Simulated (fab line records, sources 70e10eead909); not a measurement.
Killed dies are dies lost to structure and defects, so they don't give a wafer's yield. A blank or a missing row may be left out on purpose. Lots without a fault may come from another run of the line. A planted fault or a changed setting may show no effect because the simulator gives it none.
Chamber matching | flow nand_harc | NHARC_P_GATE_ETCH_104 on rie_diel-03: 4 sister chambers
The step etches the open film in CF4/CHF3, target depth 60 nm. 14 wafers are shown with their chamber, then 7 later ones without.

WAFERS WITH THEIR CHAMBER
wafer  | chamber | showerhead_plenum_p_Torr (Torr) | drypump_motor_current_A (A) | rf_vpp_V (V)
L747.1 | 0       | 1.49                            | 5.4                         | 368.3
L747.3 | 2       | 1.64                            | 5.4                         | 372.9
L747.5 | 0       | 1.50                            | 5.4                         | 368.6
L748.2 | 1       | 1.68                            | 5.6                         | 373.2
L748.5 | 0       | 1.50                            | 5.4                         | 367.7
L748.6 | 1       | 1.68                            | 5.5                         | 374.0
L757.4 | 0       | 1.49                            | 5.4                         | 368.1
L757.5 | 1       | 1.68                            | 5.5                         | 373.8
L757.6 | 2       | 1.64                            | 5.4                         | 373.1
L759.1 | 3       | 1.63                            | 6.3                         | 373.3
L759.3 | 0       | 1.49                            | 5.4                         | 368.4
L759.6 | 0       | 1.49                            | 5.4                         | 368.5
L760.2 | 0       | 1.49                            | 5.4                         | 368.9
L760.4 | 2       | 1.64                            | 5.4                         | 372.1

SIGNATURES (means of the wafers above)
reading                  | chamber 0 | chamber 1 | chamber 2 | chamber 3 | scatter within a chamber
showerhead_plenum_p_Torr | 1.4929    | 1.6800    | 1.6400    | 1.6300    | 0.00378
drypump_motor_current_A  | 5.400     | 5.533     | 5.400     | 6.300     | 0.0258
rf_vpp_V                 | 368.357   | 373.667   | 372.700   | 373.300   | 0.422
Rule: a wafer's distance from a chamber is the root of the sum, over the readings, of the square of ((its reading less the chamber's mean) divided by the reading's scatter). The wafer belongs to the nearest chamber; if the next one is less than 2 further off, it can't be placed. The scatter: the root of (the sum of the squares of (reading less its chamber's mean) over the shown wafers, divided by (wafers less chambers)).

WAFERS WITHOUT THEIR CHAMBER
wafer  | showerhead_plenum_p_Torr (Torr) | drypump_motor_current_A (A) | rf_vpp_V (V)
L760.5 | 1.63                            | 6.4                         | 371.3
L761.2 | 1.63                            | 6.3                         | 373.1
L761.4 | 1.63                            | 5.4                         | 373.4
L761.6 | 1.63                            | 5.4                         | 372.2
L764.1 | 1.63                            | 6.3                         | 372.3
L764.4 | 1.68                            | 5.5                         | 373.6
L764.6 | 1.63                            | 5.4                         | 374.3

WHICH CHAMBER EACH WENT THROUGH
wafer  | from the rows above | in truth
L760.5 | 3                   | 3
L761.2 | 3                   | 3
L761.4 | 2                   | 2
L761.6 | 2                   | 2
L764.1 | 3                   | 3
L764.4 | 1                   | 1
L764.6 | 2                   | 2
Placed correctly: 7 of 7. Can't be placed from these rows: 0. Placed wrongly: 0.
